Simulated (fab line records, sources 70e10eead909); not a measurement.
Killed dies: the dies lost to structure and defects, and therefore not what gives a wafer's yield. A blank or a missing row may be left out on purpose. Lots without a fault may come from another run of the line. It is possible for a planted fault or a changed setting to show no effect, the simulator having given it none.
fab line records    flow nandHarc    part 2 of 2: steps 39 to 48 of 48
[record] lots = 5  wafers = 15  lastDay = 32
route steps=1302 shown P_GATE@161
lots untouched by any fault: they come from a run of this same line in which no faults occurred
startH: the number of hours between the record's first day and the start of the first shown wafer of the lot    waitH: hours since the lot's step before    " repeats the value in the row above    L1.1+2: one row covering several wafers at once    - no value, or no start was given    * or withheld: withheld    < > ~ a bound
route shown NAME@n: NAME is a module with steps in the file, n the number in the route of the first one    usual: the fault-free wafers' mean and standard deviation    same: alike in all rows    chamber/n: place in a boat    sites: per-site readings    _std_site: the standard deviation of these    _edge_site: mean of outer sites minus mean of inner sites    radiusMm: for every site, how far away it sits from the centre of the wafer    mask NAME#n: copy n    behind: the most recent tool/chamber to have shaped the wafer    hold: cause of the lot's hold/its duration in hours/its outcome    device: whichever transistor did not switch (one of n, p or np)    end of line: the route-end tests of the same wafers    a step without rows: its recipe alone    killed: the dies lost at the first sort to structure and to defects; this is not the yield of the wafer    map: per-die view of a wafer (x killed, . not killed, _ where there is no die)
set.NAME: the run value of the setting; set.NAME@STEP: its run value at that earlier step    model.NAME: the simulator's own value behind a step, which no gauge read
lots at some steps of the route; a table a step, a row a wafer
services: when a tool's chamber went out of use (startH, in hours from the record's first day, below 0 if earlier), for how many hours, and the reason
[[steps]]
[step NHARC_P_GATE_DEVELOP_90]
[recipe] timeS = 70
[same] timeS = 70
lot.wafer   tool           chamber  startH  waitH
L085.1+4+6  lithoTrack-02  0        -       -
L088.1+4+5  lithoTrack-03  0        -       -
L089.1+5+6  lithoTrack-03  0        -       -
L094.2+4+5  lithoTrack-07  0        -       -
L097.2+4+6  lithoTrack-07  0        -       -
[step NHARC_P_GATE_CD_MEAS_91]
[recipe] targetCdNm = 2000  landingEnergyEv = 500
[usual] cdNm = 1999.3/1.6
[same] landingEnergyEv = 500
lot.wafer  tool      chamber  startH  waitH  cdNm
L085.1     cdSem-02  0        220.69  -      1998.6
L085.4     "         0        "       "      1996.2
L085.6     "         0        "       "      1996.7
L088.1     cdSem-02  0        259.39  -      2000.6
L088.4     "         0        "       "      1996.8
L088.5     "         0        "       "      2001.8
L089.1     cdSem-03  0        260.91  -      2000.1
L089.5     "         0        "       "      1998.1
L089.6     "         0        "       "      1997.6
L094.2     cdSem-03  0        305.22  -      1996.6
L094.4     "         0        "       "      1997.7
L094.5     "         0        "       "      1996.8
L097.2     cdSem-01  0        340.20  -      1999.2
L097.4     "         0        "       "      1998.0
L097.6     "         0        "       "      1997.6
[step NHARC_P_GATE_HARDBAKE_92]
[recipe] tempC = 125  timeS = 80
[same] timeS = 80
lot.wafer   tool           chamber  startH  waitH
L085.1+4+6  lithoTrack-02  0        220.77  -
L088.1+4+5  lithoTrack-07  0        259.47  -
L089.1+5+6  lithoTrack-07  0        260.99  -
L094.2+4+5  lithoTrack-03  0        305.30  -
L097.2+4+6  lithoTrack-03  0        340.28  -
[step NHARC_P_GATE_DESCUM_93]
[recipe] timeS = 3  o2FlowSccm = 200  arFlowSccm = 0  biasPowerW = 0  chemistry = O2
[usual] drypumpMotorCurrentA = 5.8/0.5  oesProductAu = 0.999/0.011  rfVppV = 57.7/0.85  showerheadPlenumPTorr = 1.89/0.075  throttleValvePct = 11.311/0.0098
[same] timeS = 3
lot.wafer  tool        chamber  startH  waitH  drypumpMotorCurrentA  oesProductAu  rfHoursCounterH  rfVppV  showerheadPlenumPTorr  throttleValvePct
L085.1     rieDiel-09  2        220.85  -      6.1                   1.025         5                57.0    1.79                   11.303
L085.4     "           1        "       "      6.4                   0.996         5                56.5    2.02                   11.292
L085.6     "           3        "       "      6.3                   1.024         -                57.4    1.78                   11.307
L088.4     rieDiel-02  1        259.57  -      6.3                   0.997         1                56.8    1.85                   11.321
L088.1     "           2        "       "      5.4                   1.003         2                58.2    1.78                   11.303
L088.5     "           1        "       "      6.3                   1.009         -                57.4    1.85                   11.295
L089.1     rieDiel-01  1        261.08  -      6.2                   0.993         3                57.0    1.84                   11.308
L089.5     "           0        "       "      6.4                   0.989         -                58.4    1.95                   11.296
L089.6     "           1        "       "      6.2                   1.007         -                57.8    1.84                   11.317
L094.2     rieDiel-02  1        305.38  -      6.4                   1.002         3                58.4    1.85                   11.313
L094.4     "           0        "       "      5.4                   0.989         3                57.4    1.86                   11.316
L094.5     "           2        "       "      5.4                   1.005         -                57.3    1.78                   11.318
L097.2     rieDiel-09  0        340.37  -      5.5                   0.991         0                58.0    1.89                   11.318
L097.4     "           2        "       "      6.1                   1.012         0                58.6    1.79                   11.294
L097.6     "           0        "       "      5.5                   0.980         -                57.2    1.89                   11.308
[step NHARC_P_GATE_IMPLANT_94]
[recipe] energyKev = 60  doseCm2 = 2e+15  tiltDeg = 7
lot.wafer   tool          chamber  startH  waitH
L085.1+4+6  implanter-02  0        221.00  0.1
L088.1+4+5  implanter-02  0        259.70  0.1
L089.1+5+6  implanter-01  0        261.21  0.1
L094.2+4+5  implanter-02  0        305.56  0.2
L097.2+4+6  implanter-01  0        340.53  0.2
[step NHARC_P_GATE_STRIP_113]
[recipe] powerW = 1500  tempC = 110  timeS = 740  chemistry = N2/H2
[usual] drypumpMotorCurrentA = 5.8/0.41  heaterPowerW = 83/6
[same] timeS = 740
lot.wafer  tool            chamber  startH  waitH  drypumpMotorCurrentA  heaterPowerW  rfHoursCounterH
L085.1     plasmaAsher-02  0        221.23  0.2    5.9                   93            31
L085.4     "               1        "       "      6.2                   84            -
L085.6     "               0        "       "      5.8                   93            -
L088.1     plasmaAsher-01  0        260.07  0.3    5.2                   85            16
L088.4     "               1        "       "      6.2                   74            -
L088.5     "               1        "       "      6.1                   75            -
L089.1     plasmaAsher-01  1        261.43  0.2    6.2                   74            17
L089.6     "               1        "       "      6.2                   75            -
L089.5     "               0        "       "      5.2                   84            -
L094.2     plasmaAsher-01  1        305.75  0.2    6.2                   73            28
L094.4     "               0        "       "      5.2                   84            -
L094.5     "               0        "       "      5.2                   83            -
L097.2     plasmaAsher-01  1        340.85  0.3    6.2                   74            35
L097.4     "               0        "       "      5.2                   84            -
L097.6     "               0        "       "      5.2                   82            -
[step NHARC_P_GATE_STRIP_95]
[recipe] powerW = 1500  tempC = 250  chemistry = O2
[usual] drypumpMotorCurrentA = 5.8/0.41  heaterPowerW = 310/22
lot.wafer  tool            chamber  startH  waitH  drypumpMotorCurrentA  heaterPowerW  rfHoursCounterH
L085.1     plasmaAsher-02  0        221.94  0.6    5.8                   343           32
L085.4     "               1        "       "      6.2                   304           -
L085.6     "               0        "       "      5.8                   338           -
L088.1     plasmaAsher-01  0        260.67  0.5    5.2                   317           17
L088.4     "               1        "       "      6.2                   277           -
L088.5     "               1        "       "      6.2                   280           -
L089.1     plasmaAsher-01  1        262.15  0.6    6.2                   286           18
L089.6     "               1        "       "      6.1                   282           -
L089.5     "               0        "       "      5.2                   310           -
L094.2     plasmaAsher-01  1        306.47  0.6    6.1                   282           28
L094.4     "               0        "       "      5.2                   314           -
L094.5     "               0        "       "      5.2                   310           -
L097.2     plasmaAsher-01  1        341.46  0.5    6.2                   278           35
L097.4     "               0        "       "      5.2                   309           -
L097.6     "               0        "       "      5.2                   312           -
[step NHARC_P_GATE_STRIP_96]
[recipe] timeS = 900  tempC = 130  chemistry = SPM
[usual] bathGuardTempC = 129.9/0.42
[same] timeS = 900
lot.wafer  tool         chamber  startH  waitH  bathGuardTempC
L085.1     wetBench-01  4        222.18  0.2    129.4
L085.4     "            5        "       "      129.9
L085.6     "            6        "       "      129.0
L088.1     wetBench-01  7        260.88  0.2    130.5
L088.5     "            3        "       "      129.9
L088.4     "            4        "       "      129.8
L089.5     wetBench-06  1        262.36  0.1    130.2
L089.1     "            2        "       "      129.5
L089.6     "            4        "       "      129.8
L094.4     wetBench-02  2        306.68  0.2    129.6
L094.2     "            5        "       "      129.8
L094.5     "            6        "       "      130.6
L097.4     wetBench-02  2        341.66  0.2    129.2
L097.6     "            4        "       "      130.2
L097.2     "            7        "       "      129.5
[step NHARC_P_GATE_RTA_64]
[recipe] tempC = 1050  timeS = 1
[usual] lampPowerPct = 36.3/0.74  wafer_temp_C_max = 1053.5/1.4
[same] timeS = 1
lot.wafer  tool          chamber  startH  waitH  lampPowerPct  wafer_temp_C_max
L085.1     rtpAnneal-02  0        222.50  -      37.3          1054.2
L085.4     "             0        "       "      37.3          1055.1
L085.6     "             0        "       "      37.3          1054.8
L088.1     rtpAnneal-01  0        261.32  -      35.7          1052.6
L088.4     "             0        "       "      35.8          1051.7
L088.5     "             0        "       "      35.8          1051.5
L089.1     rtpAnneal-01  0        262.76  -      35.9          1052.2
L089.5     "             0        "       "      35.8          1052.6
L089.6     "             0        "       "      35.8          1052.9
L094.2     rtpAnneal-01  0        307.06  -      35.7          1053.8
L094.4     "             0        "       "      35.7          1053.7
L094.5     "             0        "       "      35.7          1053.1
L097.2     rtpAnneal-02  0        342.03  -      37.3          1055.9
L097.4     "             0        "       "      37.2          1055.4
L097.6     "             0        "       "      37.3          1057.1
[step NHARC_P_GATE_ETCH_77]
[recipe] targetDepthA = 60  chemistry = dHF  material = SiO2
lot.wafer   tool         chamber  startH  waitH
L085.4+1+6  wetBench-02  3,4,0    222.70  0.1
L088.5+1+4  wetBench-02  2,3,5    261.52  0.1
L089.6+5+1  wetBench-06  4,0,1    262.97  0.0
L094.5+4+2  wetBench-01  0,2,5    307.23  0.1
L097.4+6+2  wetBench-02  3,5,6    342.21  0.1
[[services]]
tool            chamber  startH  hours  kind
wetBench-06     -        193.60  8.0    pm
rieDiel-01      -        203.99  9.0    pm
lithoTrack-07   -        209.36  -      consumableReplace:filter
rieDiel-02      -        216.70  9.0    pm
krfScanner-04   -        216.87  0.7    repair
lithoTrack-02   -        227.00  7.0    pm
plasmaAsher-01  -        227.55  1.3    repair
wetBench-02     -        244.00  8.0    pm
plasmaAsher-02  -        249.21  9.0    pm
lithoTrack-07   -        251.00  7.0    pm
wetBench-02     0        252.00  -      consumableReplace:bath
wetBench-02     0        252.00  -      consumableReplace:filter
implanter-01    -        256.76  3.2    repair
krfScanner-02   -        266.00  4.0    pm
wetBench-01     -        272.68  0.8    repair
lithoTrack-03   -        275.00  7.0    pm
wetBench-01     -        277.60  8.0    pm
wetBench-01     -        287.06  2.9    repair
rieDiel-01      1        288.30  1.6    repair
krfScanner-02   -        290.43  1.2    repair
krfScanner-01   -        312.00  4.0    pm
rieDiel-09      -        320.10  9.0    pm
implanter-01    -        327.00  13.0   pm
rieDiel-01      -        339.86  0.5    repair
